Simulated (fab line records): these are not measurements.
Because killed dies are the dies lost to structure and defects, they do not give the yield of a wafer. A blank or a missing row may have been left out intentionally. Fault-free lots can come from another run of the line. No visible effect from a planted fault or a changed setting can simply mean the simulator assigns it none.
Problem report, 8D (eight disciplines) form, completed by code    flow n5_finfet    the parts of the form that need people (team, actions taken, sign-off) are left out

## 1. WHAT WENT WRONG
killed_at_other at N5_PASSIVATION_PROBE_49 reads a mean of 1097.3 on 3 wafers of 3 lots; wafers without a fault read 3.1 with a standard deviation of 2.9. So: +99 or more standard deviations from the usual mean.
First seen on wafer L611.5, day 15 04:09, on prober-02. The record has a number at this step for 9 wafers belonging to 4 lots. The rule behind "out" and "out of limits": a value lying over 4 standard deviations away from the usual mean. All remaining wafers that have a number are taken as sound.

## 2. WHAT IT IS; WHAT IT IS NOT
question                     is                                                                                              is not
which readings at this step  killed_at_other, defect_limited_yield, killed_dies, killed_on_rim, sort_n_pass, sort_yield_pct  killed_at_M0_to_M3, killed_at_M4_up, killed_at_contacts, killed_at_front_end, killed_open, killed_short, sort_bin_5_function, sort_bin_6_memory
which lots                   L611, L614, L615                                                                                L606
which wafers of those lots   L611.5, L614.3, L615.5                                                                          L611.4, L614.1, L615.1
read on which tools          prober-02                                                                                       -
when                         from day 15 04:09                                                                               up to then (4 sound wafers); but 2 sound wafers of L614, L615 came after

## 3. SUSPECTS, AND WHAT RULES EACH OUT
Counting: if a tool at a process step up to the reading ran every lot that is out, it stays a suspect. Sound lots after the first of them don't rule it out here, since some wafers of a struck lot are sound.
- pvd_sputter-02 at N5_MIM_TOP_SPUTTER_03 (material TiN, target thk 35 nm, time 89.7 s): kept. Ran every lot that is out, first one L611 (day 14 17:27); last sound lot up to then L606 (day 13 06:08).
- prober-02 at N5_PASSIVATION_PROBE_49: kept. Ran every lot that is out, first one L611 (day 15 04:06); last sound lot up to then L606 (day 13 18:14). Its own defect_limited_yield, killed_at_other, killed_dies, killed_on_rim, sort_n_pass, sort_yield_pct readings are out on those wafers.
Left after counting: pvd_sputter-02 at N5_MIM_TOP_SPUTTER_03, prober-02 at N5_PASSIVATION_PROBE_49.

## 4. THE CAUSE (what the simulator had put in)
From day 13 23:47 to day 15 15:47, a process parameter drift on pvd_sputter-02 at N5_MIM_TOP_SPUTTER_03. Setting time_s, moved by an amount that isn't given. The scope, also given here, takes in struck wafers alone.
After counting, 2 suspects remain, this tool included.

## 5. THE EFFECT CHAIN, in route order
Rows list readings where the struck wafers' mean (over those with a number) sits beyond 3 standard deviations from the usual. Only readings whose record carries a usual standard deviation are examined. hours: median over the lots of the time between each lot's start at the first step of this table that gives one and its start at this step. sigmas: the change, counted in usual standard deviations.
hours  step                     reading               usual   on struck wafers  change   sigmas
0      N5_PASSIVATION_PROBE_49  defect_limited_yield  91.2 %  0.0               -91.2    -61
0      N5_PASSIVATION_PROBE_49  killed_at_other       3.1     1097.3            +1094.2  +99 or more
0      N5_PASSIVATION_PROBE_49  killed_dies           104     1180              +1076    +63
0      N5_PASSIVATION_PROBE_49  killed_on_rim         14      152               +138     +38
0      N5_PASSIVATION_PROBE_49  sort_n_pass           1076    0                 -1076    -63
0      N5_PASSIVATION_PROBE_49  sort_yield_pct        91.2 %  0.0               -91.2    -61
It contains these process steps:
- N5_PASSIVATION_PROBE_49

## 6. WHAT WOULD HAVE CAUGHT IT SOONER
28 hours passed between the start of the fault at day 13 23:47 and the first reading out of limits in this record, taken at day 15 04:09.
An alarm limit of 4 standard deviations would not have fired on the tool readings at N5_MIM_TOP_SPUTTER_03 for which the record gives a usual standard deviation, since none of them was out on any struck wafer.
Among the 3 lots that are out, L615 began N5_MIM_TOP_SPUTTER_03 on pvd_sputter-02 after day 15 04:09. Putting the tool on hold at that point would have spared it.
